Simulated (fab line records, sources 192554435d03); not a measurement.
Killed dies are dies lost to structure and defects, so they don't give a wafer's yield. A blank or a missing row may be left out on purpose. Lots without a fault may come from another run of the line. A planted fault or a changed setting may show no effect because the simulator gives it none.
fab line records | flow n5_finfet
record lots=4 wafers=12 last_day=17
route steps=1938 shown BEOL_M7@1275
lots that met no fault: from a run of the same line without faults
start_h: hours from the record's first day to the start of the lot's first wafer shown | wait_h: hours since the lot's step before | " the same as in the row above | L1.1+2: a row that stands for several wafers | - no value, or no start given | * or withheld: withheld | < > ~ a bound
route shown NAME@n: a module of which the file shows steps, and the number in the route of the first | usual: mean/standard deviation of fault-free wafers | same: alike in all rows | chamber/n: place in a boat | sites: the reading at each site | _std_site: their standard deviation | _edge_site: outer sites' mean less inner sites' | radius_mm: how far each site lies from the wafer's centre | mask NAME#n: copy n | behind: the tool/chamber that last shaped the wafer | hold: why the lot was held/for how many hours/how that ended | device: the transistor (n, p or np) that didn't switch | end of line: the same wafers' tests at the end of the route | a step without rows: its recipe alone | killed: dies lost to structure and defects at the first sort, not the wafer's yield | map: a wafer's dies, x killed, . not, _ none there
set.NAME: the setting as run; set.NAME@STEP: as run at that earlier step | model.NAME: the simulator's own value behind a step, which no gauge read
lots at some steps of the route; a table a step, a row a wafer
services: from which hour (start_h, from the record's first day; less than 0 if before it) a tool's chamber was out of use, for how many hours, and why
## steps
# step N5_BEOL_M7_DEVELOP_10
# recipe develop_time_s=30 developer=TMAH resist=CAR-ArF rinse_liquid=diw dry=air_spin dev_temp_c=23
# step N5_BEOL_M7_DESCUM_16
# recipe chemistry=O2 time_s=7.9 source_power_w=50 bias_power_w=20 pressure_mtorr=20 rf_frequency_hz=2.712e+07 temp_c=40 resist=CAR-ArF o2_flow_sccm=225
# step N5_BEOL_M7_ETCH_61
# recipe chemistry=CF4 target=SiARC target_depth_a=455 mask_material=CAR-ArF time_s=75.8 ion_energy_ev=80 pressure_mtorr=40 source_w=545 bias_w=36 Ar_flow_sccm=100 cf4_flow_sccm=100 ends=cleared
# step N5_BEOL_M7_ETCH_62
# recipe chemistry=N2/H2 target=SOC target_depth_a=1100 overetch_a=220 mask_material=SiARC temp_c=40 time_s=165 ion_energy_ev=200 pressure_mtorr=30 source_w=840 bias_w=150 n2_flow_sccm=200 h2_flow_sccm=200
# step N5_BEOL_M7_STRIP_68
# recipe chemistry=N2/H2 temp_c=40 n2_flow_sccm=200 h2_flow_sccm=200 rf_frequency_hz=6e+07
# step N5_BEOL_M7_STRIP_67
# recipe chemistry=CF4 resist=SiARC power_w=300 bias_power_w=75 pressure_mtorr=50 cf4_flow_sccm=150 rf_frequency_hz=6e+07
# step N5_BEOL_M7_HM_OPEN_17
# recipe chemistry=Cl2/BCl3 target_depth_a=200 overetch_a=60 target=TiN mask_material=SOC ion_energy_ev=150 pressure_mtorr=10 icp_w=1000 bias_w=126 Cl2_flow_sccm=53.25 bcl3_flow_sccm=21.75 Ar_flow_sccm=25
# step N5_BEOL_M7_STRIP_19
# recipe chemistry=O2 power_w=400 temp_c=40 pressure_mtorr=30 rf_frequency_hz=6e+07 bias_power_w=0 overash_fraction=0.2 o2_flow_sccm=225
# step N5_BEOL_M7_COAT_63
# recipe resist=SOC temp_c=250 time_s=60 spin_rpm=1500 resist_thk_nm=60
# usual spin_speed_rpm=1499.9/0.79
# same time_s=60
# columns lot.wafer tool chamber start_h wait_h spin_speed_rpm model.SOC_of_BEOL_M7_COAT_63.thk_nm
L917.1 litho_track-02 0 236.66 0.1 1499.7 60
L917.3 " 0 " " 1500.0 60
L917.4 " 0 " " 1499.5 60
L928.1 litho_track-02 0 297.07 1.5 1602.4 58
L928.5 " 0 " " 1603.0 58
L928.6 " 0 " " 1603.2 58
L925.3 litho_track-02 0 304.62 1.5 1602.7 58
L925.5 " 0 " " 1602.2 58
L925.6 " 0 " " 1603.1 58
L933.2 litho_track-01 0 343.06 0.7 1500.6 60.2
L933.4 " 0 " " 1501.0 60.2
L933.6 " 0 " " 1501.4 60
# step N5_BEOL_M7_COAT_64
# recipe resist=SiARC temp_c=220 time_s=60 spin_rpm=1500 resist_thk_nm=12
# step N5_BEOL_M7_COAT_71
# recipe resist=underlayer temp_c=205 time_s=60 spin_rpm=1500 resist_thk_nm=5
# step N5_BEOL_M7_COAT_22
# recipe resist=CAR-EUV spin_rpm=1500 resist_thk_nm=30
# step N5_BEOL_M7_EBR_24
# recipe solvent=PGMEA ebr_width_mm=1.5
# step N5_BEOL_M7_SOFTBAKE_23
# recipe temp_c=110 time_s=60 resist=CAR-EUV
# step N5_BEOL_M7_EXPOSE_25
# recipe mask_id=V6 na=0.33 source_shape=annular sigma_inner=0.4 sigma_outer=0.8 polarization=unpolarized target_cd_nm=40 dose_mj=42.5
# step N5_BEOL_M7_PEB_26
# recipe peb_temp_c=100 peb_time_s=60 resist=CAR-EUV
# step N5_BEOL_M7_DEVELOP_27
# recipe develop_time_s=30 developer=TMAH resist=CAR-EUV rinse_liquid=surfactant_rinse dry=air_spin dev_temp_c=23
# step N5_BEOL_M7_DESCUM_33
# recipe chemistry=O2 time_s=7 source_power_w=50 bias_power_w=20 pressure_mtorr=20 rf_frequency_hz=2.712e+07 temp_c=40 resist=CAR-EUV o2_flow_sccm=225
# step N5_BEOL_M7_ETCH_72
# recipe chemistry=N2/H2 target=underlayer target_depth_a=65 mask_material=CAR-EUV time_s=5.2 ion_energy_ev=200 pressure_mtorr=30 source_w=840 bias_w=150 n2_flow_sccm=200 h2_flow_sccm=200 ends=cleared
# step N5_BEOL_M7_ETCH_65
# recipe chemistry=CF4 target=SiARC target_depth_a=156 mask_material=CAR-EUV time_s=26 ion_energy_ev=80 pressure_mtorr=40 source_w=545 bias_w=36 Ar_flow_sccm=100 cf4_flow_sccm=100 ends=cleared
# step N5_BEOL_M7_ETCH_66
# recipe chemistry=N2/H2 target=SOC target_depth_a=800 overetch_a=160 mask_material=SiARC temp_c=40 time_s=120 ion_energy_ev=200 pressure_mtorr=30 source_w=840 bias_w=150 n2_flow_sccm=200 h2_flow_sccm=200
# usual bias_w=150.0/0.41 chamber_pressure_mTorr=29.996/0.026 drypump_motor_current_A=5.9/0.39 h2_flow_sccm=200.1/0.62 oes_product_au=0.58/0.065 rf_vpp_V=523.2/2.8 showerhead_plenum_p_Torr=2.52/0.098 throttle_valve_pct=17.9/0.3
# same time_s=120
# columns lot.wafer tool chamber start_h wait_h bias_w chamber_pressure_mTorr drypump_motor_current_A h2_flow_sccm oes_product_au rf_hours_counter_h rf_vpp_V showerhead_plenum_p_Torr throttle_valve_pct model.etch.depth_nm
L917.1 rie_diel-05 0 237.13 0.0 150.3 30.006 6.4 200.6 0.71 9 528.4 2.73 18.0 59.95
L917.3 " 2 " " 150.3 30.002 6.2 200.4 0.52 246 520.5 2.39 17.4 59.91
L917.4 " 3 " " 150.3 30.038 6.2 200.2 0.52 229 524.5 2.63 18.1 60.06
L928.1 rie_diel-05 3 297.62 0.0 148.9 30.027 6.2 200.4 0.50 250 525.1 2.62 18.1 58.02
L928.5 " 3 " " 149.6 30.025 6.2 200.2 0.51 - 525.4 2.62 18.1 58.02
L928.6 " 2 " " 150.2 30.048 6.2 199.4 0.70 - 528.7 2.70 17.1 58.06
L925.3 rie_diel-06 2 305.76 0.0 149.6 29.975 5.7 200.1 0.57 172 519.8 2.34 18.0 57.99
L925.5 " 3 " " 150.2 30.010 6.2 200.8 0.54 - 522.8 2.52 18.4 57.98
L925.6 " 0 " " 150.0 29.986 5.6 200.0 0.54 - 524.2 2.53 18.2 57.98
L933.2 rie_diel-01 1 343.53 0.0 150.0 29.978 6.1 200.0 0.71 7 523.2 2.48 17.6 60.2
L933.4 " 3 " " 150.1 29.947 5.6 200.4 0.52 - 524.7 2.60 18.1 60.18
L933.6 " 2 " " 150.1 29.998 5.2 199.9 0.63 - 522.1 2.46 17.7 60
# step N5_BEOL_M7_STRIP_69
# recipe chemistry=N2/H2 temp_c=40 n2_flow_sccm=200 h2_flow_sccm=200 rf_frequency_hz=6e+07
# step N5_BEOL_M7_STRIP_73
# recipe chemistry=N2/H2 temp_c=40 n2_flow_sccm=200 h2_flow_sccm=200 rf_frequency_hz=6e+07
# step N5_BEOL_M7_VIA_ETCH_34
# recipe chemistry=C4F6/O2 target=SiCOH_lowk target_depth_a=1255 mask_material=SOC taper_deg=4 time_s=50.5 ion_energy_ev=250 pressure_mtorr=30 source_w=345 bias_w=185 Ar_flow_sccm=300 C4F6_flow_sccm=10 O2_flow_sccm=10
# usual bias_w=185.1/0.51 chamber_pressure_mTorr=29.998/0.026 drypump_motor_current_A=5.9/0.39 oes_product_au=0.75/0.089 rf_vpp_V=666/9.6 showerhead_plenum_p_Torr=2.82/0.1 throttle_valve_pct=20.99/0.28
# same time_s=50.5
# columns lot.wafer tool chamber start_h wait_h bias_w chamber_pressure_mTorr drypump_motor_current_A oes_product_au rf_hours_counter_h rf_vpp_V showerhead_plenum_p_Torr throttle_valve_pct model.SOC_of_BEOL_M7_COAT_63.thk_nm
L917.1 rie_diel-05 0 237.23 0.0 186.0 29.948 6.4 0.94 9 662 3.01 21.01 53.8
L917.3 " 2 " " 185.6 29.969 6.2 0.68 246 678 2.70 20.64 53.8
L917.4 " 3 " " 184.8 29.989 6.2 0.68 229 684 2.93 21.11 54
L928.1 rie_diel-05 3 297.72 0.0 185.1 29.993 6.1 0.66 250 683 2.92 21.14 52
L928.5 " 3 " " 184.6 29.999 6.2 0.66 - 684 2.92 21.17 52
L928.6 " 2 " " 186.0 29.963 6.2 0.95 - 690 3.03 20.38 51.6
L925.3 rie_diel-06 2 305.86 0.0 184.8 30.006 5.7 0.76 172 654 2.62 21.07 52
L925.5 " 3 " " 184.8 30.005 6.2 0.71 - 664 2.82 21.37 52.2
L925.6 " 0 " " 185.2 30.004 5.6 0.72 - 655 2.84 21.14 52.2
L933.2 rie_diel-01 1 343.63 0.0 185.7 30.026 6.1 0.93 7 665 2.79 20.82 54
L933.4 " 3 " " 184.5 30.012 5.6 0.68 - 662 2.94 21.30 54
L933.6 " 2 " " 184.7 30.019 5.2 0.83 - 669 2.77 20.81 53.8
# step N5_BEOL_M7_STRIP_76
# recipe chemistry=C4F6/O2 resist=SiARC rf_frequency_hz=6e+07
## services
# columns tool chamber start_h hours kind
litho_track-02 - 222.52 - consumable_replace:filter
rie_diel-05 1 244.64 5.5 repair
rie_diel-01 0 249.43 3.8 repair
rie_diel-05 2 250.16 - clean
rie_diel-05 2 250.16 - consumable_replace:focus_ring
rie_diel-05 2 250.16 - consumable_replace:showerhead
rie_diel-05 2 250.16 21.8 scheduled_down
rie_diel-05 2 250.16 21.8 vent_cycle
rie_diel-06 1 259.30 - clean
rie_diel-06 1 259.30 - consumable_replace:focus_ring
rie_diel-06 1 259.30 16.3 scheduled_down
rie_diel-06 1 259.30 16.3 vent_cycle
rie_diel-01 2 265.90 16.8 repair
rie_diel-05 3 298.74 - clean
rie_diel-05 3 298.74 - consumable_replace:focus_ring
rie_diel-05 3 298.74 22.1 scheduled_down
rie_diel-05 3 298.74 22.1 vent_cycle
rie_diel-01 1 303.50 - clean
rie_diel-01 1 303.50 - consumable_replace:focus_ring
rie_diel-01 1 303.50 23.9 scheduled_down
rie_diel-01 1 303.50 23.9 vent_cycle
litho_track-02 - 320.03 - consumable_replace:filter
rie_diel-01 0 327.72 - clean
rie_diel-01 0 327.72 - consumable_replace:focus_ring
## key
first_sign step=N5_BEOL_M7_COAT_63 reading=spin_speed_rpm direction=up sigmas=99+ usual=* struck=*
effect none on later readings
model_effect step=N5_BEOL_M7_COAT_63 value=SOC_of_BEOL_M7_COAT_63.thk_nm without=60 struck=58
model_effect step=N5_BEOL_M7_ETCH_66 value=etch.depth_nm without=59.97 struck=58.01
model_effect step=N5_BEOL_M7_VIA_ETCH_34 value=SOC_of_BEOL_M7_COAT_63.thk_nm without=53.97 struck=52
met_at N5_BEOL_M7_COAT_63
struck_wafers L925.3,L925.5,L925.6,L928.1,L928.5,L928.6
onset_between 236.66 297.07
fault kind=process_parameter_drift tool=litho_track-02 chamber=- onset_h=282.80 steps=N5_BEOL_M7_COAT_63 channel=spin_rpm offset=* shape=step end_h=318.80 acts_in=* stated=*
